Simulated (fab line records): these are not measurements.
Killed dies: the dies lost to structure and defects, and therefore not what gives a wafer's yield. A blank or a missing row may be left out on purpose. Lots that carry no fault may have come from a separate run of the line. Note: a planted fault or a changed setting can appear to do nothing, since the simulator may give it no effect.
fab line records	flow n5-finfet
[record] lots = 7	wafers = 39
route steps=1938 shown WELL_APT@24 DUMMY_GATE@250 SD_EPI_N@288 SD_ACTIVATION@330 MOL_CONTACT_COAG@541
start-h: the number of hours between the record's first day and the start of the first shown wafer of the lot	wait-h: hours from the lot's prior step to this one	" repeats the value in the row above	L1.1+2: several wafers, shown together as one row	- no value present, or no start provided	* or withheld: withheld	< > ~ a bound
route shown NAME@n: names a module that has steps shown in the file, with the first one's number in the route	usual: average and standard deviation across the fault-free wafers	same: alike in all rows	chamber/n: place in a boat	sites: the reading at each site	_std_site: the standard deviation of these	_edge_site: outer sites' mean less inner sites'	radius-mm: how far each site lies from the wafer's centre	mask NAME#n: copy n	behind: tool/chamber where the wafer was last shaped	hold: what put the lot on hold/how long, in hours/how the hold closed	device: which transistor (n, p or np) failed to switch	end of line: the tests these same wafers got at the end of their route	for a step that has no rows: nothing shown but its recipe	killed: dies that structure and defects cost at the first sort, which is not the same as the wafer's yield	map: a wafer's dies, marking killed ones x, the rest . and places with no die _
set.NAME: the setting as run; set.NAME@STEP: as run at that earlier step	model.NAME: the simulator's own value behind a step, which no gauge read
lots whose settings were changed on purpose; a table a step, a row a wafer
[[steps]]
[step N5_WELL_APT_EXPOSE_05]
[recipe] mask-id = NWELL	na = 0.8	source-shape = conventional	sigma-outer = 0.8	polarization = unpolarized	defocus-nm = 0	target-cd-nm = 200	dose-mj = 20.3
lot.wafer	tool	chamber	start-h	wait-h	mask	set.dose-mj
L075.1+3+6	krf-scanner-02	0	19.79	-	NWELL#0	18.85
L075.2+4+5	"	0	"	"	NWELL#0	20.3
L086.1+3+4	krf-scanner-02	0	85.59	-	NWELL#0	21.73
L086.2+5+6	"	0	"	"	NWELL#0	20.3
L089.1+4+6	krf-scanner-01	0	103.67	-	NWELL#0	20.77
L089.2+3+5	"	0	"	"	NWELL#0	20.3
L091.1+4+6	krf-scanner-01	0	115.60	-	NWELL#0	20.3
L093.1+2+3	krf-scanner-01	0	127.38	-	NWELL#0	19.55
L093.4+5+6	"	0	"	"	NWELL#0	20.3
L095.1+2+6	krf-scanner-02	0	139.68	-	NWELL#0	19
L095.3+4+5	"	0	"	"	NWELL#0	20.3
L097.1+2+4	krf-scanner-02	0	151.58	-	NWELL#0	20.3
L097.3+5+6	"	0	"	"	NWELL#0	21.71
[step N5_WELL_APT_PEB_06]
[recipe] peb-temp-c = 130	peb-time-s = 90
[step N5_WELL_APT_DEVELOP_07]
[recipe] develop-time-s = 45	rinse-liquid = surfactant-rinse	dry = air-spin	dev-temp-c = 21
[step N5_WELL_APT_HARDBAKE_12]
[recipe] temp-c = 130	time-s = 120
[step N5_WELL_APT_CD_MEAS_08]
[recipe] target-cd-nm = 200	landing-energy-ev = 500	detector = se-inlens
[usual] cd-nm = 199.2/1.6
lot.wafer	tool	chamber	start-h	wait-h	set.dose-mj@WELL_APT_EXPOSE_05	cd-nm
L075.1	cd-sem-03	0	19.97	-	18.85	185.4
L075.2	"	0	"	"	20.3	196.5
L075.3	"	0	"	"	18.85	188.5
L075.4	"	0	"	"	20.3	200.2
L075.5	"	0	"	"	20.3	196.7
L075.6	"	0	"	"	18.85	187.7
L086.1	cd-sem-01	0	85.76	-	21.73	210.2
L086.2	"	0	"	"	20.3	201.7
L086.3	"	0	"	"	21.73	210.4
L086.4	"	0	"	"	21.73	209.8
L086.5	"	0	"	"	20.3	198.0
L086.6	"	0	"	"	20.3	198.0
L089.1	cd-sem-02	0	103.84	-	20.77	202.1
L089.2	"	0	"	"	20.3	202.9
L089.3	"	0	"	"	20.3	200.8
L089.4	"	0	"	"	20.77	203.9
L089.5	"	0	"	"	20.3	199.3
L089.6	"	0	"	"	20.77	204.0
L091.1	cd-sem-02	0	115.77	-	20.3	201.0
L091.4	"	0	"	"	20.3	202.6
L091.6	"	0	"	"	20.3	200.5
L093.1	cd-sem-02	0	127.56	-	19.55	196.1
L093.2	"	0	"	"	19.55	194.7
L093.3	"	0	"	"	19.55	195.8
L093.4	"	0	"	"	20.3	201.3
L093.5	"	0	"	"	20.3	198.7
L093.6	"	0	"	"	20.3	198.1
L095.1	cd-sem-01	0	139.85	-	19	190.5
L095.2	"	0	"	"	19	189.6
L095.3	"	0	"	"	20.3	200.6
L095.4	"	0	"	"	20.3	199.9
L095.5	"	0	"	"	20.3	198.7
L095.6	"	0	"	"	19	189.3
L097.1	cd-sem-03	0	151.76	-	20.3	200.2
L097.2	"	0	"	"	20.3	200.5
L097.3	"	0	"	"	21.71	212.0
L097.4	"	0	"	"	20.3	200.6
L097.5	"	0	"	"	21.71	212.9
L097.6	"	0	"	"	21.71	212.6
[step N5_WELL_APT_DESCUM_13]
[recipe] chemistry = O2	time-s = 7.9	source-power-w = 50	bias-power-w = 20	pressure-mtorr = 20	rf-frequency-hz = 2.712e+07	temp-c = 40	o2-flow-sccm = 225
lot.wafer	tool	chamber	start-h	wait-h	set.dose-mj@WELL_APT_EXPOSE_05	model.WELL_APT.cd-nm
L075.1	rie-diel-02	1	20.05	0.0	18.85	185.4
L075.2	"	3	"	"	20.3	196.7
L075.3	"	2	"	"	18.85	188.5
L075.4	"	2	"	"	20.3	199.7
L075.5	"	3	"	"	20.3	197.1
L075.6	"	1	"	"	18.85	187.7
L086.1+4	rie-diel-02	0	85.85	0.0	21.73	210.2
L086.2	"	2	"	"	20.3	201.8
L086.3	"	3	"	"	21.73	210
L086.5+6	"	3,2	"	"	20.3	197.9
L089.1	rie-diel-05	1	104.00	0.1	20.77	202
L089.2	"	0	"	"	20.3	202.9
L089.3	"	3	"	"	20.3	200.7
L089.4	"	2	"	"	20.77	204
L089.5	"	2	"	"	20.3	199.5
L089.6	"	1	"	"	20.77	203.8
L091.1	rie-diel-05	0	115.88	0.0	20.3	200.6
L091.4	"	2	"	"	20.3	202.7
L091.6	"	2	"	"	20.3	200.3
L093.1	rie-diel-05	1	127.94	0.3	19.55	196
L093.2	"	0	"	"	19.55	194.7
L093.3	"	2	"	"	19.55	195.7
L093.4	"	3	"	"	20.3	201.3
L093.5	"	0	"	"	20.3	198.6
L093.6	"	3	"	"	20.3	198.2
L095.1	rie-diel-02	3	140.00	0.1	19	190.5
L095.2	"	2	"	"	19	189.4
L095.3	"	0	"	"	20.3	200.5
L095.4	"	1	"	"	20.3	199.9
L095.5	"	3	"	"	20.3	198.4
L095.6	"	2	"	"	19	188.6
L097.1+2	rie-diel-02	2,0	152.09	0.3	20.3	200.3
L097.3	"	3	"	"	21.71	212.1
L097.4	"	1	"	"	20.3	200.6
L097.5	"	0	"	"	21.71	213.2
L097.6	"	3	"	"	21.71	212.5
[step N5_DUMMY_GATE_ETCH_42]
[recipe] chemistry = CHF3/O2	target = SiO2	target-depth-a = 35	time-s = 31	ion-energy-ev = 30	bias-w = 12	pressure-mtorr = 30	source-w = 600	Ar_flow_sccm = 200	CHF3_flow_sccm = 50	O2_flow_sccm = 5
[usual] rf-vpp-V = 42.2/1.1
lot.wafer	tool	chamber	start-h	wait-h	set.bias-w	rf-vpp-V
L075.1	rie-diel-04	2	53.65	0.1	12	42.0
L075.2	"	1	"	"	12	42.1
L075.3	"	0	"	"	12	41.9
L075.4	"	2	"	"	11.4	39.5
L075.5	"	0	"	"	11.4	40.5
L075.6	"	1	"	"	11.4	40.8
L086.1	rie-diel-04	3	127.97	0.4	12.9	46.8
L086.2	"	2	"	"	12	42.3
L086.3	"	0	"	"	12.9	44.9
L086.4	"	1	"	"	12	42.0
L086.5	"	0	"	"	12	41.3
L086.6	"	3	"	"	12.9	47.9
L089.1	rie-diel-01	2	140.59	0.3	12	43.5
L089.2	"	0	"	"	12	42.8
L089.3	"	3	"	"	12	42.7
L089.4	"	1	"	"	13.22	44.4
L089.5	"	3	"	"	13.22	45.1
L089.6	"	0	"	"	13.22	46.5
L091.1	rie-diel-06	1	148.34	0.0	12	42.1
L091.4	"	2	"	"	12	44.1
L091.6	"	1	"	"	12	43.3
L093.1	rie-diel-04	1	162.42	0.0	12	41.8
L093.2	"	0	"	"	12	42.0
L093.3	"	3	"	"	12	44.0
L093.4	"	2	"	"	12	41.1
L093.5	"	3	"	"	12	43.1
L093.6	"	2	"	"	12	40.9
L095.1	rie-diel-06	0	176.44	0.1	9.773	35.4
L095.2	"	1	"	"	12	41.9
L095.3	"	2	"	"	12	41.6
L095.4	"	3	"	"	9.773	36.4
L095.5	"	2	"	"	12	41.4
L095.6	"	3	"	"	9.773	34.7
L097.1	rie-diel-04	0	186.25	0.0	12	43.5
L097.2	"	2	"	"	10.48	37.8
L097.3	"	3	"	"	10.48	39.8
L097.4	"	1	"	"	12	40.9
L097.5	"	0	"	"	12	41.2
L097.6	"	1	"	"	10.48	37.0
[step N5_SD_EPI_N_EPI_21]
[recipe] material = Si:P	dopant = P	temp-c = 680	pressure-torr = 255	time-s = 690
lot.wafer	tool	chamber	start-h	wait-h	set.temp-c	model.Si-P_of_SD_EPI_N_EPI_21.thk-nm
L075.1	epi-rpcvd-03	0	57.17	0.1	683.3	60.4
L075.2	"	0	"	"	680	57.2
L075.3	"	0	"	"	683.3	60.6
L075.4	"	0	"	"	683.3	60.8
L075.5	"	0	"	"	680	58
L075.6	"	0	"	"	680	57
L086.1	epi-rpcvd-02	0	131.39	0.3	680	58
L086.2	"	0	"	"	680	58.6
L086.3	"	0	"	"	680	58.2
L086.4+5	"	0	"	"	684.9	63.4
L086.6	"	0	133.88	2.5	684.9	63.6
L089.1	epi-rpcvd-02	0	143.69	0.1	680	58.6
L089.2	"	0	"	"	685.1	63.6
L089.3	"	0	"	"	680	57.2
L089.4	"	0	"	"	685.1	64.4
L089.5	"	0	"	"	685.1	63.8
L089.6	"	0	"	"	680	58
L091.1	epi-rpcvd-03	0	151.67	0.2	680	60.2
L091.4	"	0	152.79	1.2	680	59.4
L091.6	"	0	"	"	680	60.4
L093.1	epi-rpcvd-03	0	165.48	0.2	678.5	57.8
L093.2	"	0	"	"	678.5	58.2
L093.3+4	"	0	"	"	680	59.4
L093.5	"	0	"	"	678.5	59
L093.6	"	0	"	"	680	59.2
L095.1	epi-rpcvd-02	0	179.59	0.1	683.5	63.6
L095.2	"	0	"	"	683.5	63.4
L095.3	"	0	"	"	680	58.8
L095.4	"	0	"	"	680	59
L095.5	"	0	"	"	683.5	62.2
L095.6	"	0	"	"	680	59.2
L097.1	epi-rpcvd-03	0	193.93	0.1	681.6	61.2
L097.2	"	0	"	"	680	59.2
L097.3	"	0	"	"	681.6	61.4
L097.4	"	0	"	"	681.6	61
L097.5	"	0	"	"	680	59.6
L097.6	"	0	"	"	680	58.6
[step N5_SD_EPI_N_EPI_MEAS_23]
[recipe] mode = xrd
[usual] thk-nm = 59.0/1.2
lot.wafer	tool	chamber	start-h	wait-h	set.temp-c@SD_EPI_N_EPI_21	thk-nm
L075.1	film-metro-01	-	58.88	1.4	683.3	61.0
L075.2	"	-	"	"	680	56.4
L075.3	"	-	"	"	683.3	61.3
L075.4	"	-	"	"	683.3	61.7
L075.5	"	-	"	"	680	59.4
L075.6	"	-	"	"	680	56.4
L086.1	film-metro-02	-	134.41	2.5	680	57.1
L086.2	"	-	"	"	680	58.3
L086.3	"	-	"	"	680	58.7
L086.4	"	-	"	"	684.9	63.2
L086.5	"	-	"	"	684.9	62.4
L086.6	"	-	"	"	684.9	64.2
L089.1	film-metro-01	-	145.97	1.9	680	59.0
L089.2	"	-	"	"	685.1	63.8
L089.3	"	-	"	"	680	56.0
L089.4	"	-	"	"	685.1	63.4
L089.5	"	-	"	"	685.1	63.0
L089.6	"	-	"	"	680	57.1
L091.1	film-metro-01	-	153.94	1.9	680	60.8
L091.4	"	-	"	"	680	60.3
L091.6	"	-	"	"	680	62.1
L093.1	film-metro-02	-	167.75	1.9	678.5	58.1
L093.2	"	-	"	"	678.5	59.1
L093.3	"	-	"	"	680	60.2
L093.4	"	-	"	"	680	57.9
L093.5	"	-	"	"	678.5	59.2
L093.6	"	-	"	"	680	59.8
L095.1	film-metro-01	-	181.30	1.4	683.5	62.7
L095.2	"	-	"	"	683.5	64.3
L095.3	"	-	"	"	680	59.7
L095.4	"	-	"	"	680	59.0
L095.5	"	-	"	"	683.5	61.9
L095.6	"	-	"	"	680	58.9
L097.1	film-metro-01	-	195.64	1.4	681.6	58.8
L097.2	"	-	"	"	680	58.8
L097.3	"	-	"	"	681.6	61.6
L097.4	"	-	"	"	681.6	62.7
L097.5	"	-	"	"	680	59.6
L097.6	"	-	"	"	680	58.2
[step N5_SD_EPI_N_PRECLEAN_24]
[recipe] chemistry = O3/DIW	time-s = 60	temp-c = 22	o3-ppm = 10
lot.wafer	tool	chamber	start-h	wait-h	set.temp-c@SD_EPI_N_EPI_21	model.Si-P_of_SD_EPI_N_EPI_21.thk-nm
L075.1	wet-bench-01	0	58.92	0.0	683.3	60
L075.2	"	5	"	"	680	56.8
L075.3	"	1	"	"	683.3	60.2
L075.4	"	6	"	"	683.3	60.4
L075.5	"	4	"	"	680	57.6
L075.6	"	7	"	"	680	56.6
L086.1	wet-bench-04	0	134.62	0.2	680	57.6
L086.2	"	7	"	"	680	58.2
L086.3	"	1	"	"	680	57.8
L086.4+5+6	"	5,2,6	"	"	684.9	63
L089.1	wet-bench-03	5	146.00	0.0	680	58.2
L089.2	"	2	"	"	685.1	63.2
L089.3	"	7	"	"	680	57
L089.4	"	3	"	"	685.1	64
L089.5	"	4	"	"	685.1	63.4
L089.6	"	6	"	"	680	57.6
L091.1	wet-bench-01	2	153.98	0.0	680	59.8
L091.4	"	5	"	"	680	59
L091.6	"	4	"	"	680	60
L093.1	wet-bench-01	0	167.79	0.0	678.5	57.4
L093.2	"	3	"	"	678.5	58
L093.3+4	"	7,6	"	"	680	59
L093.5	"	4	"	"	678.5	58.6
L093.6	"	5	"	"	680	58.8
L095.1	wet-bench-01	6	181.34	0.0	683.5	63.2
L095.2	"	4	"	"	683.5	63
L095.3	"	3	"	"	680	58.4
L095.4	"	5	"	"	680	58.6
L095.5	"	0	"	"	683.5	61.8
L095.6	"	7	"	"	680	58.8
L097.1	wet-bench-03	2	195.68	0.0	681.6	60.8
L097.2	"	3	"	"	680	58.8
L097.3	"	0	"	"	681.6	61
L097.4	"	6	"	"	681.6	60.4
L097.5	"	1	"	"	680	59.2
L097.6	"	7	"	"	680	58.2
[step N5_SD_EPI_N_SRD_25]
[recipe] time-s = 30	temp-c = 23	rinse-liquid = diw	dry = ipa-marangoni
[step N5_SD_EPI_N_PRECLEAN_49]
[recipe] chemistry = NF3:NH3	afs-cycles = 1	temp-c = 30	time-s = 20	sublimation-temp-c = 180	sublimation-time-s = 60	pressure-torr = 3	rf-power-w = 30
[step N5_SD_ACTIVATION_RTA_00]
[recipe] temp-c = 975	time-s = 0	ambient = N2	idle-temp-c = 600	ramp-up-c-per-s = 150	ramp-down-c-per-s = 60	cool-to-c = 600
[step N5_SD_ACTIVATION_LSA_01]
[recipe] temp-c = 1080	time-s = 0.0008	ambient = N2
[step N5_SD_ACTIVATION_RS_MEAS_03]
[recipe] thk-meas-gauge = four-point-probe
[usual] RS_SD_N = 21.90/0.29	RS_SD_P = 56.4/1
lot.wafer	tool	chamber	start-h	wait-h	set.temp-c@SD_EPI_N_EPI_21	RS_SD_N[ohm/sq]	RS_SD_P[ohm/sq]
L075.1	film-metro-02	-	64.44	0.2	683.3	21.43	54.4
L075.2	"	-	"	"	680	22.62	55.7
L075.3	"	-	"	"	683.3	21.32	55.3
L075.4	"	-	"	"	683.3	21.23	54.9
L075.5	"	-	"	"	680	22.16	54.5
L075.6	"	-	"	"	680	22.55	54.7
L086.1	film-metro-02	-	141.13	0.2	680	22.26	57.2
L086.2	"	-	"	"	680	21.98	56.1
L086.3	"	-	"	"	680	22.35	57.8
L086.4	"	-	"	"	684.9	20.58	57.8
L086.5	"	-	"	"	684.9	20.49	56.6
L086.6	"	-	"	"	684.9	20.52	56.6
L089.1	film-metro-02	-	151.92	0.2	680	22.15	55.6
L089.2	"	-	"	"	685.1	20.41	56.0
L089.3	"	-	"	"	680	22.58	56.5
L089.4	"	-	"	"	685.1	20.29	56.0
L089.5	"	-	"	"	685.1	20.49	56.9
L089.6	"	-	"	"	680	22.46	56.5
L091.1	film-metro-01	-	159.16	0.2	680	21.52	55.9
L091.4	"	-	"	"	680	21.89	55.3
L091.6	"	-	"	"	680	21.50	55.3
L093.1	film-metro-01	-	174.28	0.2	678.5	22.26	57.9
L093.2	"	-	"	"	678.5	22.34	57.2
L093.3	"	-	"	"	680	21.75	57.2
L093.4	"	-	"	"	680	21.86	57.3
L093.5	"	-	"	"	678.5	21.86	58.5
L093.6	"	-	"	"	680	21.98	57.3
L095.1	film-metro-01	-	186.79	0.2	683.5	20.44	55.9
L095.2	"	-	"	"	683.5	20.56	56.0
L095.3	"	-	"	"	680	22.07	55.6
L095.4	"	-	"	"	680	22.12	56.3
L095.5	"	-	"	"	683.5	21.00	56.6
L095.6	"	-	"	"	680	22.02	55.3
L097.1	film-metro-01	-	201.06	0.2	681.6	21.34	56.8
L097.2	"	-	"	"	680	21.95	57.3
L097.3	"	-	"	"	681.6	21.26	57.2
L097.4	"	-	"	"	681.6	21.24	56.8
L097.5	"	-	"	"	680	21.88	56.9
L097.6	"	-	"	"	680	22.09	57.1
[step N5_MOL_CONTACT_COAG_IMPLANT_129]
[recipe] species = Ge	energy-kev = 3	dose-cm2 = 6e+14	tilt-deg = 0	rotation-deg = 0
lot.wafer	tool	chamber	start-h	wait-h	set.energy-kev	model.implant.rp-nm	model.implant.drp-nm
L075.1+2+6	implanter-01	0	94.16	0.0	3	6.041	2.134
L075.3+4+5	"	0	"	"	2.071	4.933	1.699
L086.1+4+5	implanter-01	0	173.67	0.0	3	6.085	2.134
L086.2+3+6	"	0	"	"	3.641	6.786	2.407
L089.1+5+6	implanter-02	0	182.64	0.0	2.048	5.042	1.687
L089.2+3+4	"	0	"	"	3	6.212	2.134
L091.1+4+6	implanter-01	0	192.84	0.0	3	6.198	2.134
L093.1+4+6	implanter-01	0	207.01	0.0	3	6.1	2.134
L093.2+3+5	"	0	"	"	3.303	6.438	2.265
L095.1+2+3+4+5+6	implanter-01	0	218.23	0.0	3	5.783	2.134
L097.1+2+4	implanter-02	0	231.10	0.0	3.48	6.832	2.34
L097.3+5+6	"	0	"	"	3	6.286	2.134
[[key]]
[split] step = N5_WELL_APT_EXPOSE_05	setting = dose-mj	stated = 20.3	by = wafer
[response] step = N5_WELL_APT_CD_MEAS_08	reading = cd-nm	change = +1.53	per = 1%	r = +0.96
[response] step = N5_WELL_APT_DESCUM_13	reading = model.WELL_APT.cd-nm	change = +1.54	per = 1%	r = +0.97
[split] step = N5_DUMMY_GATE_ETCH_42	setting = bias-w	stated = 12	by = wafer
[response] step = N5_DUMMY_GATE_ETCH_42	reading = rf-vpp-V	change = +0.329	per = 1%	r = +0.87
[split] step = N5_SD_EPI_N_EPI_21	setting = temp-c	stated = 680	by = wafer
[response] step = N5_SD_EPI_N_EPI_21	reading = model.Si-P_of_SD_EPI_N_EPI_21.thk-nm	change = +7.47	per = 1%	r = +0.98
[response] step = N5_SD_EPI_N_EPI_MEAS_23	reading = thk-nm	change = *	per = 1%	r = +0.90
[response] step = N5_SD_EPI_N_PRECLEAN_24	reading = model.Si-P_of_SD_EPI_N_EPI_21.thk-nm	change = +7.4	per = 1%	r = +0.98
[response] step = N5_SD_ACTIVATION_RS_MEAS_03	reading = RS_SD_N	change = -2.49	per = 1%	r = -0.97
[split] step = N5_MOL_CONTACT_COAG_IMPLANT_129	setting = energy-kev	stated = 3	by = wafer
[response] step = N5_MOL_CONTACT_COAG_IMPLANT_129	reading = model.implant.rp-nm	change = +0.0354	per = 1%	r = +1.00
[response] step = N5_MOL_CONTACT_COAG_IMPLANT_129	reading = model.implant.drp-nm	change = +0.0137	per = 1%	r = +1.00
